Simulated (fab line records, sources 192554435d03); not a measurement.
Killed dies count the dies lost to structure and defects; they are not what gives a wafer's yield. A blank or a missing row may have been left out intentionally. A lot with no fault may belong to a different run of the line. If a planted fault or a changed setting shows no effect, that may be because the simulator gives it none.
Which of the tools did it? || flow n5-finfet || 12 lots, 32 wafers sampled, at 5 steps of a route of 1938

WHAT THE GAUGES SHOWED, per wafer
N5_BEOL_M10_CD_MEAS_35: target cd 70 nm. Usual: cd-nm reads 69.9 nm (standard deviation 0.83).
{"lot": "L806", "measured": "day 10 15:44", "on": "cd-sem-02", "cd-nm (nm)": "70.7 71.1 70.9", "flag": ""}
{"lot": "L808", "measured": "day 11 01:13", "on": "cd-sem-02", "cd-nm (nm)": "70.7 70.8 71.3", "flag": ""}
{"lot": "L811", "measured": "day 11 11:54", "on": "cd-sem-02", "cd-nm (nm)": "70.8 70.2 70.7", "flag": ""}
{"lot": "L816", "measured": "day 13 01:59", "on": "cd-sem-03", "cd-nm (nm)": "70.3 69.8 70.1", "flag": ""}
{"lot": "L814", "measured": "day 13 02:13", "on": "cd-sem-02", "cd-nm (nm)": "69.5 68.4 68.4", "flag": ""}
{"lot": "L817", "measured": "day 13 03:35", "on": "cd-sem-03", "cd-nm (nm)": "70.3 70.0 70.5", "flag": ""}
{"lot": "L818", "measured": "day 13 09:13", "on": "cd-sem-02", "cd-nm (nm)": "70.1 68.9 69.2", "flag": ""}
{"lot": "L819", "measured": "day 14 02:48", "on": "cd-sem-01", "cd-nm (nm)": 68.7, "flag": ""}
{"lot": "L821", "measured": "day 14 08:52", "on": "cd-sem-01", "cd-nm (nm)": 69.9, "flag": ""}
{"lot": "L823", "measured": "day 15 00:20", "on": "cd-sem-01", "cd-nm (nm)": "70.4 69.7 69.8", "flag": ""}
{"lot": "L825", "measured": "day 15 09:21", "on": "cd-sem-02", "cd-nm (nm)": "70.6 71.2 70.2", "flag": ""}
{"lot": "L826", "measured": "day 15 16:11", "on": "cd-sem-01", "cd-nm (nm)": "69.9 70.8 71.2", "flag": ""}

N5_BEOL_M11_THK_MEAS_01. Usual: M11_ILD_THK typically reads 267 nm, with standard deviation 3.8.
{"lot": "L806", "measured": "day 10 20:08", "on": "film-metro-02", "M11_ILD_THK (nm)": "267 264 270", "flag": ""}
{"lot": "L808", "measured": "day 11 05:37", "on": "film-metro-02", "M11_ILD_THK (nm)": "268 263 267", "flag": ""}
{"lot": "L811", "measured": "day 11 16:08", "on": "film-metro-02", "M11_ILD_THK (nm)": "262 272 265", "flag": ""}
{"lot": "L816", "measured": "day 13 05:15", "on": "film-metro-01", "M11_ILD_THK (nm)": "267 271 268", "flag": ""}
{"lot": "L814", "measured": "day 13 06:06", "on": "film-metro-02", "M11_ILD_THK (nm)": "260 269 264", "flag": ""}
{"lot": "L817", "measured": "day 13 06:47", "on": "film-metro-01", "M11_ILD_THK (nm)": "270 265 271", "flag": ""}
{"lot": "L818", "measured": "day 13 12:49", "on": "film-metro-01", "M11_ILD_THK (nm)": "258 263 266", "flag": ""}
{"lot": "L819", "measured": "day 14 09:11", "on": "film-metro-01", "M11_ILD_THK (nm)": 258, "flag": ""}
{"lot": "L821", "measured": "day 14 12:22", "on": "film-metro-02", "M11_ILD_THK (nm)": 256, "flag": ""}
{"lot": "L823", "measured": "day 15 04:40", "on": "film-metro-02", "M11_ILD_THK (nm)": "265 267 273", "flag": ""}
{"lot": "L825", "measured": "day 15 14:20", "on": "film-metro-01", "M11_ILD_THK (nm)": "272 274 269", "flag": ""}
{"lot": "L826", "measured": "day 15 19:19", "on": "film-metro-02", "M11_ILD_THK (nm)": "267 274 268", "flag": ""}

WHICH TOOL RAN EACH LOT (tool, then ch and the chambers of the sampled wafers, then the start)
{"lot": "L806", "N5_BEOL_M10_ETCH_41": "rie-diel-05 ch 1,2, day 10 15:44 or earlier", "N5_BEOL_M10_ANNEAL_51": "rtp-anneal-01 ch 0, day 10 18:02", "N5_BEOL_M11_ILD_DEP_00": "pecvd-01 ch 0,1,2, day 10 19:04"}
{"lot": "L808", "N5_BEOL_M10_ETCH_41": "rie-diel-05 ch 0,2, day 11 01:13 or earlier", "N5_BEOL_M10_ANNEAL_51": "rtp-anneal-02 ch 0, day 11 04:17", "N5_BEOL_M11_ILD_DEP_00": "pecvd-01 ch 0,2, day 11 05:01"}
{"lot": "L811", "N5_BEOL_M10_ETCH_41": "rie-diel-04 ch 0,1, day 11 11:54 or earlier", "N5_BEOL_M10_ANNEAL_51": "rtp-anneal-02 ch 0, day 11 14:46", "N5_BEOL_M11_ILD_DEP_00": "pecvd-02 ch 0,1,2, day 11 15:33"}
{"lot": "L816", "N5_BEOL_M10_ETCH_41": "rie-diel-06 ch 0,1,3, day 13 01:59 or earlier", "N5_BEOL_M10_ANNEAL_51": "rtp-anneal-02 ch 0, day 13 03:49", "N5_BEOL_M11_ILD_DEP_00": "pecvd-04 ch 0,2, day 13 04:40"}
{"lot": "L814", "N5_BEOL_M10_ETCH_41": "rie-diel-05 ch 0,2,3, day 13 02:13 or earlier", "N5_BEOL_M10_ANNEAL_51": "rtp-anneal-02 ch 0, day 13 04:23", "N5_BEOL_M11_ILD_DEP_00": "pecvd-04 ch 0,1,2, day 13 05:08"}
{"lot": "L817", "N5_BEOL_M10_ETCH_41": "rie-diel-04 ch 1,2,3, day 13 03:35 or earlier", "N5_BEOL_M10_ANNEAL_51": "rtp-anneal-01 ch 0, day 13 05:28", "N5_BEOL_M11_ILD_DEP_00": "pecvd-01 ch 1,2, day 13 06:11"}
{"lot": "L818", "N5_BEOL_M10_ETCH_41": "rie-diel-04 ch 1,3, day 13 09:13 or earlier", "N5_BEOL_M10_ANNEAL_51": "rtp-anneal-02 ch 0, day 13 11:26", "N5_BEOL_M11_ILD_DEP_00": "pecvd-02 ch 0,1, day 13 12:14"}
{"lot": "L819", "N5_BEOL_M10_ETCH_41": "rie-diel-05 ch 0, day 14 02:48 or earlier", "N5_BEOL_M10_ANNEAL_51": "rtp-anneal-01 ch 0, day 14 07:50", "N5_BEOL_M11_ILD_DEP_00": "pecvd-01 ch 0, day 14 08:31"}
{"lot": "L821", "N5_BEOL_M10_ETCH_41": "rie-diel-04 ch 2, day 14 08:52 or earlier", "N5_BEOL_M10_ANNEAL_51": "rtp-anneal-02 ch 0, day 14 11:08", "N5_BEOL_M11_ILD_DEP_00": "pecvd-01 ch 0, day 14 11:48"}
{"lot": "L823", "N5_BEOL_M10_ETCH_41": "rie-diel-05 ch 0,1,2, day 15 00:20 or earlier", "N5_BEOL_M10_ANNEAL_51": "rtp-anneal-01 ch 0, day 15 03:17", "N5_BEOL_M11_ILD_DEP_00": "pecvd-02 ch 0,1,2, day 15 04:04"}
{"lot": "L825", "N5_BEOL_M10_ETCH_41": "rie-diel-04 ch 0,1,3, day 15 09:21 or earlier", "N5_BEOL_M10_ANNEAL_51": "rtp-anneal-01 ch 0, day 15 12:51", "N5_BEOL_M11_ILD_DEP_00": "pecvd-04 ch 0,1, day 15 13:44"}
{"lot": "L826", "N5_BEOL_M10_ETCH_41": "rie-diel-06 ch 0,2,3, day 15 16:11 or earlier", "N5_BEOL_M10_ANNEAL_51": "rtp-anneal-02 ch 0, day 15 17:30", "N5_BEOL_M11_ILD_DEP_00": "pecvd-04 ch 0,1,2, day 15 18:34"}
- N5_BEOL_M10_ETCH_41: etches SiCN in CH3F/O2, target depth 42.6 nm, time 86 s.
- N5_BEOL_M10_ANNEAL_51: time 90 s.
- N5_BEOL_M11_ILD_DEP_00: deposits SiCOH lowk from DEMS/porogen, target thk 308.51 nm, time 58 s.

AS READ BY THE TOOLS THEMSELVES (means over the sampled wafers that have a number; for cases with no such wafer, the mark the record gives instead)
N5_BEOL_M10_ETCH_41. Usual: drypump-motor-current-A 5.5 A, standard deviation 0.48; oes-product-au 0.77 a.u., standard deviation 0.076; rf-vpp-V 297.3 V, standard deviation 1.8; showerhead-plenum-p-Torr 2.00 Torr, standard deviation 0.08; throttle-valve-pct 16.41 %, standard deviation 0.24.
{"lot": "L806", "tool": "rie-diel-05", "drypump-motor-current-A (A)": 5.3, "oes-product-au (a.u.)": 0.84, "rf-vpp-V (V)": 298.2, "showerhead-plenum-p-Torr (Torr)": 2.04, "throttle-valve-pct (%)": 16.08, "flag": ""}
{"lot": "L808", "tool": "rie-diel-05", "drypump-motor-current-A (A)": 5.6, "oes-product-au (a.u.)": 0.81, "rf-vpp-V (V)": 298.8, "showerhead-plenum-p-Torr (Torr)": 2.09, "throttle-valve-pct (%)": 16.25, "flag": ""}
{"lot": "L811", "tool": "rie-diel-04", "drypump-motor-current-A (A)": 5.7, "oes-product-au (a.u.)": 0.68, "rf-vpp-V (V)": 297.9, "showerhead-plenum-p-Torr (Torr)": 2.00, "throttle-valve-pct (%)": 16.36, "flag": ""}
{"lot": "L816", "tool": "rie-diel-06", "drypump-motor-current-A (A)": 5.1, "oes-product-au (a.u.)": 0.78, "rf-vpp-V (V)": 296.8, "showerhead-plenum-p-Torr (Torr)": 2.01, "throttle-valve-pct (%)": 16.52, "flag": ""}
{"lot": "L814", "tool": "rie-diel-05", "drypump-motor-current-A (A)": 5.9, "oes-product-au (a.u.)": 0.82, "rf-vpp-V (V)": 299.4, "showerhead-plenum-p-Torr (Torr)": 2.10, "throttle-valve-pct (%)": 16.26, "flag": ""}
{"lot": "L817", "tool": "rie-diel-04", "drypump-motor-current-A (A)": 5.7, "oes-product-au (a.u.)": 0.75, "rf-vpp-V (V)": 296.5, "showerhead-plenum-p-Torr (Torr)": 1.94, "throttle-valve-pct (%)": 16.47, "flag": ""}
{"lot": "L818", "tool": "rie-diel-04", "drypump-motor-current-A (A)": 5.4, "oes-product-au (a.u.)": 0.73, "rf-vpp-V (V)": 296.0, "showerhead-plenum-p-Torr (Torr)": 1.96, "throttle-valve-pct (%)": 16.44, "flag": ""}
{"lot": "L819", "tool": "rie-diel-05", "drypump-motor-current-A (A)": 5.8, "oes-product-au (a.u.)": 0.72, "rf-vpp-V (V)": 299.6, "showerhead-plenum-p-Torr (Torr)": 2.09, "throttle-valve-pct (%)": 16.72, "flag": ""}
{"lot": "L821", "tool": "rie-diel-04", "drypump-motor-current-A (A)": 6.3, "oes-product-au (a.u.)": 0.80, "rf-vpp-V (V)": 297.1, "showerhead-plenum-p-Torr (Torr)": 1.95, "throttle-valve-pct (%)": 16.61, "flag": ""}
{"lot": "L823", "tool": "rie-diel-05", "drypump-motor-current-A (A)": 5.5, "oes-product-au (a.u.)": 0.78, "rf-vpp-V (V)": 297.2, "showerhead-plenum-p-Torr (Torr)": 2.04, "throttle-valve-pct (%)": 16.38, "flag": ""}
{"lot": "L825", "tool": "rie-diel-04", "drypump-motor-current-A (A)": 5.6, "oes-product-au (a.u.)": 0.78, "rf-vpp-V (V)": 296.9, "showerhead-plenum-p-Torr (Torr)": 1.97, "throttle-valve-pct (%)": 16.30, "flag": ""}
{"lot": "L826", "tool": "rie-diel-06", "drypump-motor-current-A (A)": 5.0, "oes-product-au (a.u.)": 0.74, "rf-vpp-V (V)": 296.9, "showerhead-plenum-p-Torr (Torr)": 2.00, "throttle-valve-pct (%)": 16.50, "flag": ""}

N5_BEOL_M10_ANNEAL_51. Usual: wafer_temp_C_max reads 226.14 (standard deviation 0.27).
{"lot": "L806", "tool": "rtp-anneal-01", "wafer_temp_C_max": 226.09, "flag": ""}
{"lot": "L808", "tool": "rtp-anneal-02", "wafer_temp_C_max": 226.13, "flag": ""}
{"lot": "L811", "tool": "rtp-anneal-02", "wafer_temp_C_max": 225.98, "flag": ""}
{"lot": "L816", "tool": "rtp-anneal-02", "wafer_temp_C_max": 226.10, "flag": ""}
{"lot": "L814", "tool": "rtp-anneal-02", "wafer_temp_C_max": 226.32, "flag": ""}
{"lot": "L817", "tool": "rtp-anneal-01", "wafer_temp_C_max": 226.10, "flag": ""}
{"lot": "L818", "tool": "rtp-anneal-02", "wafer_temp_C_max": 226.58, "flag": ""}
{"lot": "L819", "tool": "rtp-anneal-01", "wafer_temp_C_max": 226.31, "flag": ""}
{"lot": "L821", "tool": "rtp-anneal-02", "wafer_temp_C_max": 226.08, "flag": ""}
{"lot": "L823", "tool": "rtp-anneal-01", "wafer_temp_C_max": 225.82, "flag": ""}
{"lot": "L825", "tool": "rtp-anneal-01", "wafer_temp_C_max": 226.10, "flag": ""}
{"lot": "L826", "tool": "rtp-anneal-02", "wafer_temp_C_max": 226.36, "flag": ""}

N5_BEOL_M11_ILD_DEP_00. Usual: heater-power-w 304 W, standard deviation 45; showerhead-plenum-p-Torr 5.738 Torr, standard deviation 0.014; susceptor-temp-C 300.00 C, standard deviation 0.19; throttle-valve-pct 13.7 %, standard deviation 0.43.
{"lot": "L806", "tool": "pecvd-01", "heater-power-w (W)": 306, "showerhead-plenum-p-Torr (Torr)": 5.741, "susceptor-temp-C (C)": 299.88, "throttle-valve-pct (%)": 14.0, "flag": ""}
{"lot": "L808", "tool": "pecvd-01", "heater-power-w (W)": 277, "showerhead-plenum-p-Torr (Torr)": 5.748, "susceptor-temp-C (C)": 299.68, "throttle-valve-pct (%)": 13.6, "flag": ""}
{"lot": "L811", "tool": "pecvd-02", "heater-power-w (W)": 306, "showerhead-plenum-p-Torr (Torr)": 5.734, "susceptor-temp-C (C)": 299.89, "throttle-valve-pct (%)": 13.6, "flag": ""}
{"lot": "L816", "tool": "pecvd-04", "heater-power-w (W)": 309, "showerhead-plenum-p-Torr (Torr)": 5.726, "susceptor-temp-C (C)": 300.05, "throttle-valve-pct (%)": 13.8, "flag": ""}
{"lot": "L814", "tool": "pecvd-04", "heater-power-w (W)": 311, "showerhead-plenum-p-Torr (Torr)": 5.749, "susceptor-temp-C (C)": 299.81, "throttle-valve-pct (%)": 13.6, "flag": ""}
{"lot": "L817", "tool": "pecvd-01", "heater-power-w (W)": 333, "showerhead-plenum-p-Torr (Torr)": 5.737, "susceptor-temp-C (C)": 300.12, "throttle-valve-pct (%)": 13.9, "flag": ""}
{"lot": "L818", "tool": "pecvd-02", "heater-power-w (W)": 327, "showerhead-plenum-p-Torr (Torr)": 5.736, "susceptor-temp-C (C)": 300.14, "throttle-valve-pct (%)": 13.6, "flag": ""}
{"lot": "L819", "tool": "pecvd-01", "heater-power-w (W)": 231, "showerhead-plenum-p-Torr (Torr)": 5.735, "susceptor-temp-C (C)": 307.57, "throttle-valve-pct (%)": 13.8, "flag": "OFF"}
{"lot": "L821", "tool": "pecvd-01", "heater-power-w (W)": 288, "showerhead-plenum-p-Torr (Torr)": 5.723, "susceptor-temp-C (C)": 307.35, "throttle-valve-pct (%)": 13.7, "flag": "OFF"}
{"lot": "L823", "tool": "pecvd-02", "heater-power-w (W)": 320, "showerhead-plenum-p-Torr (Torr)": 5.744, "susceptor-temp-C (C)": 299.97, "throttle-valve-pct (%)": 13.6, "flag": ""}
{"lot": "L825", "tool": "pecvd-04", "heater-power-w (W)": 271, "showerhead-plenum-p-Torr (Torr)": 5.734, "susceptor-temp-C (C)": 299.93, "throttle-valve-pct (%)": 13.9, "flag": ""}
{"lot": "L826", "tool": "pecvd-04", "heater-power-w (W)": 295, "showerhead-plenum-p-Torr (Torr)": 5.739, "susceptor-temp-C (C)": 300.11, "throttle-valve-pct (%)": 13.8, "flag": ""}

THE ANSWER, worked out from the rows above alone
Rule: lot off if the mean of its wafers having a number is beyond 3 standard deviations from the usual mean. Also off: a lot with no number at a reading for which 4 or more lots have one. The other lots that the step has rows for count as sound. After the gauges, taken in route order, come the tools' own readings; for these a lot's mean is taken, as printed above. At the first step where some lot is off, the reading lying furthest off is the one used; lots without a number count as furthest.
Off: L819, L821, at N5_BEOL_M11_ILD_DEP_00 (susceptor-temp-C).
If a tool, at that step or one of the process steps before it, ran each lot that is off and ran no sound lot following the first of them, it fits. N5_BEOL_M10_ETCH_41 gives no start for some lots, so the hours and the order of its lots are those of N5_BEOL_M10_CD_MEAS_35. One fits: pecvd-01 at N5_BEOL_M11_ILD_DEP_00. Its last sound lot is L817 (day 13 06:11), its first lot that is off L819 (day 14 08:31): a fault that began between those two fits.
The tool's own readings at N5_BEOL_M11_ILD_DEP_00 bear it out: on the lots that are off they differ by more than 5 times the standard deviation of the sound lots' means. susceptor-temp-C reads 307.46 C there against 299.96 C on the sound lots.

WHAT THE SIMULATOR PUT IN
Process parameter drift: pecvd-01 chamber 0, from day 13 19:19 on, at N5_BEOL_M11_ILD_DEP_00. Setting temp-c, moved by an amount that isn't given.
Lots struck among those shown: L819, L821. The rule above found the same.
